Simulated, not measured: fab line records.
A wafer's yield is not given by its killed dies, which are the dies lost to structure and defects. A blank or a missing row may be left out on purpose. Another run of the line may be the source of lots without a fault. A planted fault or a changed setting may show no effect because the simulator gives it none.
fab line records	flow nandHarc
record: lots: 9	wafers: 27	lastDay: 33
route steps=1302 shown A_BONDPAD@1216 THIN_TSV@1263 END@1301
lots that met no fault: taken from a fault-free run of the same line
startH: start of the lot's first displayed wafer, in hours after the record's first day	waitH: time in hours since the lot's previous step	" identical to the entry in the row above	L1.1+2: one row covering several wafers at once	- no value present, or no start provided	* or withheld: withheld	< > ~ a bound
route shown NAME@n: a module of which the file shows steps, and the number in the route of the first	usual: mean/standard deviation of fault-free wafers	same: alike in all rows	chamber/n: place in a boat	sites: readings site by site	_std_site: the standard deviation of these	_edge_site: mean of outer sites minus mean of inner sites	radiusMm: how far each site lies from the wafer's centre	mask NAME#n: copy n	behind: tool/chamber where the wafer was last shaped	hold: the reason the lot was held/the length of the hold in hours/how it ended	device: names the non-switching transistor (n, p or np)	end of line: the route-end tests of the same wafers	a step without rows: its recipe alone	killed: count of dies lost to structure and defects at first sort (not the wafer's yield)	map: the dies of a wafer, with x for killed, . for not killed, _ for no die there
set.NAME: the setting as run; set.NAME@STEP: as run at that earlier step	model.NAME: the simulator's own value behind a step, which no gauge read
one table for each step of the route and one row for each wafer, over a sample of lots
services: from which hour (startH, from the record's first day; less than 0 if before it) a tool's chamber was out of use, for how many hours, and why
== steps ==
step: NHARC_A_BONDPAD_OVL_MEAS_35
usual: overlayXNm: 0/6	overlayYNm: 1/5.1
lot.wafer	tool	chamber	startH	waitH	overlayXNm	overlayYNm
L801.1	overlay-01	-	580.54	-	12	-4
L801.3	"	-	"	"	12	-4
L801.6	"	-	"	"	12	-4
L805.3	overlay-01	-	606.92	-	-7	-2
L805.5	"	-	"	"	-7	-2
L805.6	"	-	"	"	-6	-3
L811.3	overlay-01	-	660.62	-	0	8
L811.4	"	-	"	"	0	8
L811.6	"	-	"	"	0	8
L810.1	overlay-01	-	681.55	-	-2	0
L810.2	"	-	"	"	-1	0
L810.6	"	-	"	"	-2	0
L814.2	overlay-01	-	713.62	-	-7	-3
L814.4	"	-	"	"	-7	-3
L814.5	"	-	"	"	-7	-3
L817.2	overlay-02	-	731.49	-	5	-6
L817.4	"	-	"	"	4	-6
L817.5	"	-	"	"	4	-5
L818.1	overlay-01	-	740.68	-	9	0
L818.2	"	-	"	"	9	-1
L818.5	"	-	"	"	9	0
L820.1	overlay-01	-	743.12	-	-5	3
L820.2	"	-	"	"	-5	3
L820.3	"	-	"	"	-5	2
L819.3	overlay-02	-	743.73	-	-2	-2
L819.5	"	-	"	"	-2	-2
L819.6	"	-	"	"	-2	-2
step: NHARC_A_BONDPAD_ETCH_24
recipe: targetDepthA: 300	overEtchFrac: 0.3	timeS: 72.99	ionEnergyEv: 150	cf4FlowSccm: 50	n2FlowSccm: 100	arFlowSccm: 150	rfW: 300	biasW: 100	chemistry: CF4/N2
usual: drypumpMotorCurrentA: 6.2/0.39	n2FlowSccm: 100.0/0.31	oesProductAu: 1.000/0.012	rfFwdPowerW: 297.2/1.3	rfVppV: 314.3/2.2	showerheadPlenumPTorr: 2.63/0.12	throttleValvePct: 19.795/0.0097
lot.wafer	tool	chamber	startH	waitH	drypumpMotorCurrentA	n2FlowSccm	oesProductAu	rfFwdPowerW	rfHoursCounterH	rfVppV	showerheadPlenumPTorr	throttleValvePct
L801.1	rieDiel-10	2	581.24	0.1	5.8	100.2	1.016	296.6	4	314.3	2.69	19.811
L801.3	"	0	"	"	5.7	99.8	1.025	295.8	4	313.1	2.47	19.791
L801.6	"	0	"	"	5.7	99.5	1.025	296.7	-	310.4	2.47	19.793
L805.3	rieDiel-02	2	607.64	0.1	6.5	100.6	0.990	297.6	3	314.2	2.61	19.797
L805.6	"	0	"	"	6.2	100.3	0.993	297.7	-	317.0	2.75	19.789
L805.5	"	1	"	"	6.6	100.3	0.999	298.0	-	312.0	2.59	19.807
L811.4	rieDiel-10	1	-	-	6.5	99.6	1.002	293.8	2	312.8	2.65	19.799
L811.3	"	3	"	"	6.2	100.5	0.982	297.2	2	317.3	2.81	19.785
L811.6	"	1	"	"	6.5	99.8	0.997	294.9	-	314.2	2.65	19.789
L810.2	rieDiel-02	2	-	-	6.5	99.7	1.005	297.7	15	312.5	2.60	19.804
L810.1	"	3	"	"	6.6	100.3	0.987	295.5	12	310.4	2.45	19.791
L810.6	"	2	"	"	6.4	99.6	1.001	296.5	-	312.8	2.60	19.801
L814.4	rieDiel-10	3	-	-	6.2	99.7	0.994	296.7	3	317.6	2.81	19.776
L814.2	"	0	"	"	5.7	99.6	1.015	295.1	3	311.7	2.47	19.808
L814.5	"	3	"	"	6.2	99.8	0.994	296.9	-	316.3	2.81	19.794
L817.4	rieDiel-02	0	-	-	6.2	99.8	1.003	298.3	24	317.2	2.74	19.803
L817.2	"	2	"	"	6.4	100.1	0.995	297.8	24	313.3	2.60	19.800
L817.5	"	1	"	"	6.5	100.1	0.997	298.9	-	313.1	2.58	19.787
L818.1	rieDiel-02	1	-	-	6.6	99.5	0.998	297.7	26	313.4	2.58	19.793
L818.2	"	2	"	"	6.4	99.7	1.003	298.3	24	313.5	2.60	19.785
L818.5	"	3	"	"	6.6	99.7	1.002	296.0	-	311.4	2.45	19.806
L820.1	rieDiel-10	2	-	-	5.8	99.5	0.994	296.4	4	315.6	2.69	19.783
L820.2	"	3	"	"	6.2	99.7	0.987	298.6	4	318.1	2.81	19.777
L820.3	"	0	"	"	5.7	100.4	1.007	296.6	4	311.8	2.47	19.792
L819.3	rieDiel-09	2	-	-	5.1	99.8	0.976	298.4	20	317.2	2.81	19.805
L819.6	"	1	"	"	6.1	99.9	0.993	296.6	-	314.7	2.56	19.782
L819.5	"	2	"	"	5.1	99.8	0.978	297.8	-	315.7	2.81	19.793
step: NHARC_A_BONDPAD_ANNEAL_28
recipe: tempC: 225	timeS: 90
usual: wafer_temp_C_max: 225.78/0.22
lot.wafer	tool	chamber	startH	waitH	wafer_temp_C_max
L801.1	rtpAnneal-01	0	582.38	-	225.47
L801.3	"	0	"	"	225.93
L801.6	"	0	"	"	225.90
L805.3	rtpAnneal-01	0	608.87	-	225.91
L805.5	"	0	"	"	225.87
L805.6	"	0	"	"	225.68
L811.3	rtpAnneal-01	0	662.56	-	225.77
L811.4	"	0	"	"	225.98
L811.6	"	0	"	"	226.12
L810.1	rtpAnneal-01	0	683.40	-	225.73
L810.2	"	0	"	"	225.75
L810.6	"	0	"	"	225.91
L814.2	rtpAnneal-02	0	715.99	-	225.59
L814.4	"	0	"	"	225.69
L814.5	"	0	"	"	225.85
L817.2	rtpAnneal-02	0	733.34	0.4	225.48
L817.4	"	0	"	"	225.61
L817.5	"	0	"	"	225.62
L818.1	rtpAnneal-02	0	742.51	-	225.96
L818.2	"	0	"	"	225.55
L818.5	"	0	"	"	225.69
L820.1	rtpAnneal-01	0	744.92	-	225.58
L820.2	"	0	"	"	226.10
L820.3	"	0	"	"	225.44
L819.3	rtpAnneal-01	0	745.63	-	225.75
L819.5	"	0	"	"	226.05
L819.6	"	0	"	"	225.71
step: NHARC_THIN_TSV_ETCH_15
recipe: targetDepthA: 30000	boschTargetOveretchCycles: 2	boschEtchStepS: 2.8	boschDepStepS: 1.2	boschCycles: 14
usual: drypumpMotorCurrentA: 5.8/0.44
lot.wafer	tool	chamber	startH	waitH	drypumpMotorCurrentA	rfHoursCounterH
L801.3	rieSi-05	3	596.27	-	6.1	0.7
L801.1	"	1	"	"	5.9	0.7
L801.6	"	0	"	"	5.4	-
L805.3	rieSi-05	3	622.83	-	6.1	0.8
L805.5	"	1	"	"	5.9	-
L805.6	"	2	"	"	5.7	-
L811.3	rieSi-01	1	679.05	-	6.5	1.0
L811.4	"	0	"	"	6.0	0.8
L811.6	"	1	"	"	6.4	-
L810.1	rieSi-03	3	697.29	-	4.7	0.6
L810.2	"	2	"	"	5.1	0.7
L810.6	"	0	"	"	6.5	-
L814.2	rieSi-05	1	729.86	-	5.9	0.3
L814.4	"	3	"	"	6.1	0.2
L814.5	"	0	"	"	5.4	-
L817.2	rieSi-01	3	749.75	-	5.7	0.1
L817.5	"	0	"	"	6.0	-
L817.4	"	3	"	"	5.7	-
L818.1	rieSi-05	1	756.46	-	5.9	0.5
L818.2	"	3	"	"	6.1	0.4
L818.5	"	1	"	"	5.9	-
L820.1	rieSi-01	3	757.66	-	5.7	0.2
L820.2	"	0	"	"	6.0	0.3
L820.3	"	2	"	"	5.8	0.3
L819.3	rieSi-01	1	759.13	-	6.4	0.3
L819.5	"	2	"	"	5.8	-
L819.6	"	3	"	"	5.7	-
step: NHARC_END_WLT_00
usual: VT_DECK1_BOTTOM: 0.873/0.0092	VT_DECK1_BOTTOM_INNER: 0.873/0.0093	VT_DECK1_MEDIAN_NEAR_BOTTOM: 0.874/0.0092	VT_DECK1_MEDIAN_NEAR_BOTTOM_INNER: 0.873/0.0094	VT_DECK1_MIDDLE: 0.886/0.0079	VT_DECK1_MIDDLE_INNER: 0.885/0.0077	VT_DECK1_TOP: 0.896/0.0071	VT_DECK1_TOP_INNER: 0.896/0.0078	VT_DECK2_BOTTOM: 0.870/0.0076	VT_DECK2_BOTTOM_INNER: 0.870/0.0076	VT_DECK2_MEDIAN_NEAR_BOTTOM: 0.872/0.0074	VT_DECK2_MEDIAN_NEAR_BOTTOM_INNER: 0.871/0.0078	VT_DECK2_MIDDLE: 0.883/0.0063	VT_DECK2_MIDDLE_INNER: 0.883/0.0067	VT_DECK2_TOP: 0.895/0.0062	VT_DECK2_TOP_INNER: 0.894/0.0066
lot.wafer	tool	chamber	startH	waitH	hold	VT_DECK1_BOTTOM	VT_DECK1_BOTTOM_INNER	VT_DECK1_MEDIAN_NEAR_BOTTOM	VT_DECK1_MEDIAN_NEAR_BOTTOM_INNER	VT_DECK1_MIDDLE	VT_DECK1_MIDDLE_INNER	VT_DECK1_TOP	VT_DECK1_TOP_INNER	VT_DECK2_BOTTOM	VT_DECK2_BOTTOM_INNER	VT_DECK2_MEDIAN_NEAR_BOTTOM	VT_DECK2_MEDIAN_NEAR_BOTTOM_INNER	VT_DECK2_MIDDLE	VT_DECK2_MIDDLE_INNER	VT_DECK2_TOP	VT_DECK2_TOP_INNER
L801.1	prober-02	-	607.25	0.1	-	0.875	0.870	0.873	0.881	0.890	0.892	0.900	0.900	0.870	0.866	0.876	0.869	0.880	0.879	0.892	0.893
L801.3	"	-	608.25	1.1	-	0.882	0.884	0.886	0.876	0.896	0.895	0.905	0.902	0.866	0.860	0.868	0.872	0.875	0.880	0.894	0.889
L801.6	"	-	609.75	2.6	-	0.873	0.876	0.871	0.874	0.893	0.894	0.900	0.899	0.870	0.868	0.873	0.863	0.892	0.882	0.893	0.894
L805.3	prober-02	-	640.76	3.9	awaitDispo/2.1h/release	0.893	0.894	0.886	0.894	0.904	0.898	0.901	0.901	0.862	0.873	0.866	0.873	0.878	0.888	0.899	0.892
L805.5	"	-	"	"	awaitDispo/2.1h/release	0.890	0.885	0.888	0.889	0.892	0.899	0.905	0.902	0.863	0.877	0.872	0.875	0.883	0.885	0.898	0.885
L805.6	"	-	"	"	awaitDispo/2.1h/release	0.887	0.886	0.885	0.889	0.896	0.895	0.904	0.906	0.873	0.866	0.873	0.875	0.879	0.889	0.896	0.897
L811.3	prober-01	-	690.74	1.0	-	0.865	0.868	0.872	0.873	0.875	0.883	0.889	0.889	0.874	0.861	0.866	0.872	0.879	0.882	0.881	0.886
L811.4	"	-	"	"	-	0.880	0.885	0.886	0.881	0.884	0.893	0.896	0.905	0.859	0.863	0.864	0.859	0.882	0.873	0.888	0.885
L811.6	"	-	"	"	-	0.865	0.863	0.869	0.867	0.883	0.882	0.899	0.904	0.866	0.869	0.868	0.870	0.882	0.879	0.902	0.893
L810.1	prober-02	-	708.52	0.1	-	0.862	0.850	0.852	0.859	0.869	0.861	0.886	0.879	0.869	0.868	0.859	0.868	0.879	0.878	0.887	0.891
L810.2	"	-	"	"	-	0.855	0.850	0.856	0.862	0.865	0.870	0.875	0.885	0.877	0.865	0.878	0.878	0.891	0.887	0.889	0.892
L810.6	"	-	711.02	2.6	-	0.851	0.853	0.853	0.857	0.872	0.872	0.886	0.870	0.872	0.863	0.877	0.856	0.878	0.878	0.898	0.898
L814.2	prober-02	-	741.67	0.6	-	0.877	0.881	0.885	0.885	0.886	0.890	0.895	0.893	0.876	0.877	0.870	0.875	0.886	0.889	0.901	0.901
L814.4	"	-	742.69	1.6	-	0.875	0.877	0.870	0.875	0.881	0.890	0.887	0.908	0.864	0.865	0.867	0.866	0.883	0.879	0.899	0.899
L814.5	"	-	"	"	-	0.874	0.876	0.878	0.873	0.883	0.883	0.893	0.892	0.874	0.861	0.868	0.865	0.882	0.885	0.903	0.898
L817.2	prober-01	-	759.75	0.5	-	0.886	0.890	0.886	0.889	0.899	0.887	0.899	0.896	0.877	0.877	0.885	0.872	0.890	0.892	0.899	0.900
L817.4	"	-	760.76	1.5	-	0.869	0.872	0.874	0.869	0.885	0.890	0.911	0.900	0.867	0.885	0.877	0.881	0.882	0.884	0.896	0.893
L817.5	"	-	"	"	-	0.878	0.878	0.887	0.877	0.892	0.889	0.898	0.889	0.863	0.865	0.869	0.870	0.884	0.883	0.895	0.897
L820.1	prober-02	-	770.79	3.1	-	0.882	0.886	0.888	0.879	0.887	0.898	0.898	0.891	0.881	0.876	0.879	0.881	0.887	0.891	0.899	0.897
L820.2	"	-	"	"	-	0.859	0.863	0.856	0.859	0.879	0.878	0.897	0.893	0.883	0.883	0.877	0.883	0.892	0.888	0.901	0.900
L820.3	"	-	"	"	-	0.880	0.872	0.877	0.882	0.892	0.885	0.897	0.891	0.875	0.883	0.886	0.878	0.887	0.886	0.903	0.892
L819.3	prober-01	-	775.96	8.3	-	0.890	0.883	0.889	0.890	0.885	0.881	0.902	0.901	0.873	0.880	0.878	0.876	0.893	0.889	0.904	0.898
L819.5	"	-	776.97	9.3	-	0.872	0.879	0.887	0.868	0.882	0.886	0.892	0.901	0.878	0.878	0.872	0.882	0.886	0.888	0.906	0.902
L819.6	"	-	"	"	-	0.879	0.885	0.878	0.880	0.895	0.889	0.899	0.895	0.884	0.883	0.874	0.882	0.888	0.887	0.896	0.904
L818.1	prober-02	-	778.67	11.0	-	0.862	0.862	0.862	0.861	0.876	0.880	0.888	0.891	0.872	0.865	0.871	0.864	0.877	0.881	0.891	0.881
L818.2	"	-	"	"	-	0.852	0.857	0.866	0.866	0.880	0.879	0.889	0.884	0.862	0.860	0.869	0.864	0.877	0.870	0.887	0.887
L818.5	"	-	780.67	13.0	-	0.862	0.867	0.859	0.867	0.874	0.874	0.877	0.876	0.860	0.862	0.861	0.863	0.870	0.884	0.885	0.878
step: NHARC_END_SORT_01
recipe: tempC: 25
usual: defectLimitedYield: 92.7/2.6	killedAtArray: 45/18	killedAtOther: 0.9/1.3	killedAtPeriphery: 3.7/2.2	killedDies: 50/18	killedOpen: 3.2/1.9	killedShort: 2.4/1.6	sort_bin_2_pct: 2.5/1.1	sort_bin_3_pct: 0.6/0.36	sort_bin_4_pct: 4.3/1.5	sortNPass: 627/18	sortRimYieldPct: 92/4.3	sortYieldPct: 92.7/2.6
same: grossDies: 677	sort_bin_5_pct[%]: 0	sort_bin_6_pct[%]: 0	sort_bin_7_pct[%]: 0	sort_bin_8_pct[%]: 0	sortRimNGross: 106.00
lot.wafer	tool	chamber	startH	waitH	hold	defectLimitedYield[%]	killedAtArray	killedAtOther	killedAtPeriphery	killedDies	killedOpen	killedShort	sort_bin_2_pct[%]	sort_bin_3_pct[%]	sort_bin_4_pct[%]	sortNPass	sortRimYieldPct[%]	sortYieldPct[%]
L801.1	prober-02	0	610.25	2.5	-	90.0	65	1	2	68	7	1	3.0	0.1	6.9	609	88	90.0
L801.3	prober-02	0	611.84	3.1	-	91.0	58	0	3	61	1	1	2.8	0.6	5.6	616	89	91.0
L801.6	prober-02	0	614.22	4.0	-	89.2	72	0	1	73	3	1	4.1	0.3	6.4	604	98	89.2
L805.3	prober-01	0	644.35	3.1	awaitDispo/1.2h/release	84.0	28	74	6	108	6	1	6.8	4.3	4.9	569	74	84.0
L805.5	prober-01	0	645.96	3.7	awaitDispo/1.2h/release	93.2	42	2	2	46	5	3	2.1	0.3	4.4	631	90	93.2
L805.6	prober-01	0	646.76	4.0	awaitDispo/1.2h/release	89.7	68	0	2	70	1	3	3.8	0.6	5.9	607	98	89.7
L811.3	prober-01	0	694.31	3.1	-	91.4	54	1	3	58	0	3	2.7	0.7	5.2	619	94	91.4
L811.4	prober-01	0	695.10	3.4	-	94.8	30	0	5	35	2	0	1.9	0.3	3.0	642	92	94.8
L811.6	prober-01	0	696.68	4.0	-	89.7	65	0	5	70	2	4	3.2	0.9	6.2	607	94	89.7
L810.1	prober-02	0	711.51	2.5	-	89.4	67	1	4	72	4	1	4.3	0.7	5.6	605	98	89.4
L810.2	prober-02	0	712.32	2.8	-	93.4	40	0	5	45	3	2	1.8	0.7	4.1	632	82	93.4
L810.6	prober-02	0	715.57	4.1	-	91.0	56	0	5	61	2	2	2.8	0.9	5.3	616	92	91.0
L814.2	prober-02	0	745.03	2.8	-	91.3	52	0	7	59	3	4	2.2	1.0	5.5	618	95	91.3
L814.4	prober-02	0	746.65	3.4	-	93.1	43	0	4	47	4	2	3.0	0.6	3.4	630	99	93.1
L814.5	prober-02	0	747.46	3.7	-	95.7	24	1	4	29	0	2	2.1	0.3	1.9	648	91	95.7
L817.2	prober-01	0	763.07	2.8	-	96.6	19	1	3	23	2	3	1.3	0.1	1.9	654	96	96.6
L817.4	prober-01	0	764.69	3.4	-	96.5	21	1	2	24	2	2	1.0	0.3	2.2	653	98	96.5
L817.5	prober-01	0	765.49	3.7	-	95.7	24	2	3	29	4	4	1.0	0.4	2.8	648	94	95.7
L820.1	prober-02	0	773.75	2.5	-	88.6	72	0	5	77	3	2	4.3	0.7	6.4	600	92	88.6
L820.2	prober-02	0	774.57	2.8	-	92.2	49	1	3	53	2	1	2.7	0.9	4.3	624	89	92.2
L820.3	prober-02	0	775.39	3.1	-	88.3	75	0	4	79	3	4	4.1	0.9	6.6	598	89	88.3
L819.3	prober-01	0	779.56	3.1	-	96.2	22	1	3	26	0	3	1.0	0.6	2.2	651	97	96.2
L819.5	prober-01	0	781.16	3.7	-	95.6	21	2	7	30	4	1	1.2	0	3.2	647	93	95.6
L819.6	prober-01	0	781.95	4.0	-	96.8	17	0	5	22	5	1	0.7	0.3	2.2	655	97	96.8
L818.1	prober-02	0	781.68	2.5	-	96.9	13	1	7	21	4	3	0.6	0.1	2.4	656	94	96.9
L818.2	prober-02	0	782.47	2.8	-	98.1	10	1	2	13	1	4	0.7	0	1.2	664	97	98.1
L818.5	prober-02	0	784.84	3.7	-	96.2	20	2	4	26	4	2	1.0	0.1	2.7	651	95	96.2
killed by level:class
L801.1 A_SLIT:chamberFilmFlake=32 A_CHANNEL_HOLE_D2:chamberFilmFlake=15 A_CHANNEL_FILL_D1:geometricParticle:open=2 A_DECK1_JOINT:geometricParticle:open=2 A_CHANNEL_FILL_D1:chamberFilmFlake=2 A_CONTACT:chamberFilmFlake=2 A_BONDPAD:chamberFilmFlake=2 P_GATE:geometricParticle:short=1
L801.3 A_CHANNEL_HOLE_D2:chamberFilmFlake=35 A_SLIT:chamberFilmFlake=12 A_BONDPAD:chamberFilmFlake=4 P_M0:chamberFilmFlake=2 A_STAIRCASE:chamberFilmFlake=2 P_GATE:geometricParticle:open=1 A_M0:geometricParticle:short=1 A_CHANNEL_HOLE_D1:chamberFilmFlake=1
L801.6 A_CHANNEL_HOLE_D2:chamberFilmFlake=35 A_SLIT:chamberFilmFlake=25 A_CONTACT:chamberFilmFlake=4 A_STAIRCASE:chamberFilmFlake=2 A_M0:chamberFilmFlake=2 P_GATE:geometricParticle:open=1 A_ONON_D1:geometricParticle:open=1 A_WL_FILL:geometricParticle:short=1
L805.3 THIN_TSV:unspecified=74 A_CHANNEL_HOLE_D1:chamberFilmFlake=16 A_CHANNEL_HOLE_D2:chamberFilmFlake=4 A_CONTACT:chamberFilmFlake=3 P_CONTACT:geometricParticle:open=2 P_M0:geometricParticle:open=2 A_STAIRCASE:chamberFilmFlake=2 A_CHANNEL_FILL_D1:geometricParticle:short=1
L805.5 A_CHANNEL_HOLE_D1:chamberFilmFlake=16 A_CONTACT:chamberFilmFlake=10 A_CHANNEL_HOLE_D2:chamberFilmFlake=5 A_STAIRCASE:chamberFilmFlake=2 THIN_TSV:chamberFilmFlake=2 P_CONTACT:geometricParticle:short=1 A_ONON_D1:geometricParticle:open=1 A_DECK1_JOINT:geometricParticle:open=1
L805.6 A_CHANNEL_HOLE_D1:chamberFilmFlake=41 A_CHANNEL_HOLE_D2:chamberFilmFlake=16 A_CONTACT:chamberFilmFlake=4 A_WL_FILL:chamberFilmFlake=2 A_CHANNEL_FILL_D1:geometricParticle:short=1 A_DECK1_JOINT:geometricParticle:short=1 A_WL_FILL:geometricParticle:open=1 A_WL_FILL:geometricParticle:short=1
L811.3 A_SLIT:chamberFilmFlake=30 A_CHANNEL_HOLE_D1:chamberFilmFlake=10 A_WL_FILL:chamberFilmFlake=3 P_BONDPAD:chamberFilmFlake=2 A_ZERO_WELL:chamberFilmFlake=2 A_CHANNEL_HOLE_D2:chamberFilmFlake=2 A_STAIRCASE:chamberFilmFlake=2 A_CHANNEL_FILL_D2:geometricParticle:short=1
L811.4 A_SLIT:chamberFilmFlake=15 A_CHANNEL_HOLE_D1:chamberFilmFlake=4 P_BONDPAD:chamberFilmFlake=2 A_ZERO_WELL:chamberFilmFlake=2 A_CHANNEL_HOLE_D2:chamberFilmFlake=2 A_WL_FILL:chamberFilmFlake=2 A_BLC:chamberFilmFlake=2 P_CONTACT:geometricParticle:open=1
L811.6 A_SLIT:chamberFilmFlake=36 A_STAIRCASE:chamberFilmFlake=8 A_CHANNEL_HOLE_D1:chamberFilmFlake=7 P_BONDPAD:chamberFilmFlake=3 A_CONTACT:chamberFilmFlake=3 A_WL_FILL:geometricParticle:short=2 A_WL_FILL:chamberFilmFlake=2 P_CONTACT:geometricParticle:open=1
L810.1 A_CHANNEL_HOLE_D1:chamberFilmFlake=33 A_CHANNEL_HOLE_D2:chamberFilmFlake=25 A_CONTACT:chamberFilmFlake=4 A_BLC:geometricParticle:open=3 P_ZERO_WELL:chamberFilmFlake=2 A_ONON_D1:geometricParticle:open=1 P_CONTACT:chamberFilmFlake=1 P_BONDPAD:chamberFilmFlake=1
L810.2 A_CHANNEL_HOLE_D1:chamberFilmFlake=15 A_CHANNEL_HOLE_D2:chamberFilmFlake=12 A_CONTACT:chamberFilmFlake=3 P_STI:chamberFilmFlake=2 P_BONDPAD:chamberFilmFlake=2 A_DECK1_JOINT:chamberFilmFlake=2 A_SLIT:chamberFilmFlake=2 P_CONTACT:geometricParticle:open=1
L810.6 A_CHANNEL_HOLE_D1:chamberFilmFlake=34 A_CHANNEL_HOLE_D2:chamberFilmFlake=11 P_BONDPAD:chamberFilmFlake=4 A_SLIT:chamberFilmFlake=3 A_STAIRCASE:chamberFilmFlake=2 A_ONON_D2:geometricParticle:open=1 A_CHANNEL_HOLE_D2:geometricParticle:short=1 A_M1:geometricParticle:open=1
L814.2 A_CHANNEL_HOLE_D1:chamberFilmFlake=34 A_CONTACT:chamberFilmFlake=8 P_STI:chamberFilmFlake=2 A_SLIT:chamberFilmFlake=2 A_STAIRCASE:chamberFilmFlake=2 A_WL_FILL:chamberFilmFlake=2 P_STI:geometricParticle:open=1 P_GATE:geometricParticle:short=1
L814.4 A_CHANNEL_HOLE_D1:chamberFilmFlake=28 A_CONTACT:chamberFilmFlake=4 P_STI:chamberFilmFlake=2 A_CHANNEL_FILL_D2:chamberFilmFlake=2 P_CONTACT:geometricParticle:open=1 A_SOURCE_PLATE:geometricParticle:short=1 A_SOURCE_PLATE:geometricParticle:open=1 A_CHANNEL_FILL_D1:geometricParticle:open=1
L814.5 A_CHANNEL_HOLE_D1:chamberFilmFlake=10 A_CONTACT:chamberFilmFlake=8 A_SLIT:chamberFilmFlake=3 P_STI:chamberFilmFlake=2 A_WL_FILL:geometricParticle:short=1 STARTING-WAFER:geometricParticle:short=1 P_M2:chamberFilmFlake=1 P_BONDPAD:chamberFilmFlake=1
L817.2 A_SLIT:chamberFilmFlake=7 A_CONTACT:chamberFilmFlake=5 P_M2:geometricParticle:open=2 A_CHANNEL_HOLE_D1:unspecified=2 A_CHANNEL_HOLE_D1:geometricParticle:short=1 A_CHANNEL_FILL_D2:geometricParticle:short=1 A_SGD_CUT:geometricParticle:short=1 P_GATE:chamberFilmFlake=1
L817.4 A_SLIT:chamberFilmFlake=8 A_WL_FILL:chamberFilmFlake=3 A_DECK1_JOINT:chamberFilmFlake=2 A_CHANNEL_HOLE_D2:chamberFilmFlake=2 P_GATE:geometricParticle:open=1 A_CHANNEL_FILL_D1:geometricParticle:short=1 A_CHANNEL_HOLE_D2:geometricParticle:open=1 A_M0:geometricParticle:short=1
L817.5 A_SLIT:chamberFilmFlake=7 A_CHANNEL_HOLE_D1:unspecified=3 A_CHANNEL_HOLE_D2:chamberFilmFlake=3 A_CONTACT:chamberFilmFlake=3 A_CHANNEL_FILL_D1:geometricParticle:short=2 THIN_TSV:chamberFilmFlake=2 P_GATE:geometricParticle:open=1 P_CONTACT:geometricParticle:open=1
L820.1 A_SLIT:chamberFilmFlake=29 A_CHANNEL_HOLE_D2:chamberFilmFlake=21 A_CHANNEL_HOLE_D1:chamberFilmFlake=9 A_CONTACT:chamberFilmFlake=7 P_GATE:chamberFilmFlake=3 A_CONTACT:geometricParticle:open=2 A_CHANNEL_HOLE_D2:geometricParticle:short=1 A_WL_FILL:geometricParticle:short=1
L820.2 A_CHANNEL_HOLE_D1:chamberFilmFlake=12 A_SLIT:chamberFilmFlake=12 A_CHANNEL_HOLE_D2:chamberFilmFlake=12 A_CONTACT:chamberFilmFlake=8 A_STAIRCASE:chamberFilmFlake=4 P_M0:geometricParticle:open=2 A_CHANNEL_FILL_D2:geometricParticle:short=1 P_GATE:chamberFilmFlake=1
L820.3 A_CHANNEL_HOLE_D2:chamberFilmFlake=39 A_SLIT:chamberFilmFlake=15 A_CONTACT:chamberFilmFlake=7 A_CHANNEL_HOLE_D1:chamberFilmFlake=6 A_STAIRCASE:chamberFilmFlake=2 P_STI:geometricParticle:short=1 P_GATE:geometricParticle:open=1 A_ONON_D1:geometricParticle:open=1
L819.3 A_SLIT:chamberFilmFlake=9 A_CONTACT:chamberFilmFlake=4 A_ONON_D2:geometricParticle:short=2 A_ZERO_WELL:chamberFilmFlake=2 A_CHANNEL_HOLE_D2:chamberFilmFlake=2 A_STAIRCASE:chamberFilmFlake=2 P_M2:geometricParticle:short=1 P_ZERO_WELL:chamberFilmFlake=1
L819.5 A_SLIT:chamberFilmFlake=6 A_CONTACT:chamberFilmFlake=6 A_STAIRCASE:chamberFilmFlake=3 P_ZERO_WELL:chamberFilmFlake=2 P_STI:chamberFilmFlake=2 A_M1:chamberFilmFlake=2 THIN_TSV:chamberFilmFlake=2 P_CONTACT:geometricParticle:open=1
L818.1 P_M0:geometricParticle:open=3 A_SLIT:chamberFilmFlake=3 A_CONTACT:chamberFilmFlake=3 A_CHANNEL_FILL_D2:geometricParticle:short=2 A_DECK1_JOINT:chamberFilmFlake=2 P_CONTACT:geometricParticle:open=1 P_CONTACT:geometricParticle:short=1 P_ZERO_WELL:chamberFilmFlake=1
L819.6 A_SLIT:chamberFilmFlake=9 P_ZERO_WELL:chamberFilmFlake=2 A_ZERO_WELL:chamberFilmFlake=2 P_CONTACT:geometricParticle:short=1 P_CONTACT:geometricParticle:open=1 P_M0:geometricParticle:open=1 A_ONON_D1:geometricParticle:open=1 A_CHANNEL_FILL_D2:geometricParticle:open=1
L818.2 A_SLIT:chamberFilmFlake=3 A_WL_FILL:geometricParticle:short=2 A_CHANNEL_FILL_D1:chamberFilmFlake=2 P_CONTACT:geometricParticle:short=1 A_CHANNEL_FILL_D2:geometricParticle:open=1 A_CHANNEL_FILL_D2:geometricParticle:short=1 P_ZERO_WELL:chamberFilmFlake=1 A_CONTACT:chamberFilmFlake=1
L818.5 A_SLIT:chamberFilmFlake=5 A_CONTACT:chamberFilmFlake=4 P_GATE:chamberFilmFlake=2 A_DECK1_JOINT:chamberFilmFlake=2 THIN_TSV:chamberFilmFlake=2 P_M1:geometricParticle:open=1 A_SOURCE_PLATE:geometricParticle:open=1 A_CHANNEL_HOLE_D1:geometricParticle:open=1
== services ==
tool	chamber	startH	hours	kind
rieSi-03	-	559.66	0.8	repair
rieDiel-02	-	571.04	9.0	pm
rieDiel-02	0	571.04	9.0	ventCycle
rieDiel-02	1	571.04	9.0	ventCycle
rieSi-03	-	575.00	9.0	pm
rieDiel-10	3	579.86	1.5	repair
rieDiel-10	0	592.31	5.1	repair
rieDiel-10	-	596.52	9.0	pm
rieSi-05	3	601.10	5.2	repair
rieDiel-02	3	603.32	5.1	repair
rieSi-01	1	629.04	3.8	repair
rieSi-03	3	637.28	3.3	repair
rieDiel-09	0	651.53	2.5	repair
rieDiel-09	0	658.66	1.4	repair
rieSi-05	-	659.00	9.0	pm
rieSi-03	3	665.14	1.8	repair
rieDiel-09	-	674.51	9.0	pm
rieDiel-10	-	720.93	0.7	repair
rieSi-01	-	724.00	9.0	pm
rieSi-01	1	744.05	5.7	repair
rtpAnneal-02	-	744.19	12.0	pm
rieDiel-02	-	748.04	9.0	pm
rieSi-03	-	752.00	9.0	pm
rieDiel-09	1	754.31	6.6	repair
== key ==
firstSign: step: NHARC_END_SORT_01	reading: killedAtOther	direction: up	sigmas: 57	usual: 0.9	struck: 74
effect: step: NHARC_END_SORT_01	reading: killedDies	direction: up	sigmas: 3.3	usual: 50	struck: 108
moreKillsBornAt: NHARC_THIN_TSV_ETCH_15@rieSi-05: 74
metAt NHARC_THIN_TSV_ETCH_15
struckLots L805
struckWafers L805.3
notActingAt NHARC_A_BONDPAD_OVL_MEAS_35,NHARC_A_BONDPAD_ETCH_24,NHARC_A_BONDPAD_ANNEAL_28
onsetBetween 596.27 622.83
fault: kind: chamberParticleSource	tool: rieSi-05	chamber: 3	onsetH: 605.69	steps: NHARC_THIN_TSV_ETCH_15	ratePerVisitCm2: 1.2646	endH: 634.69
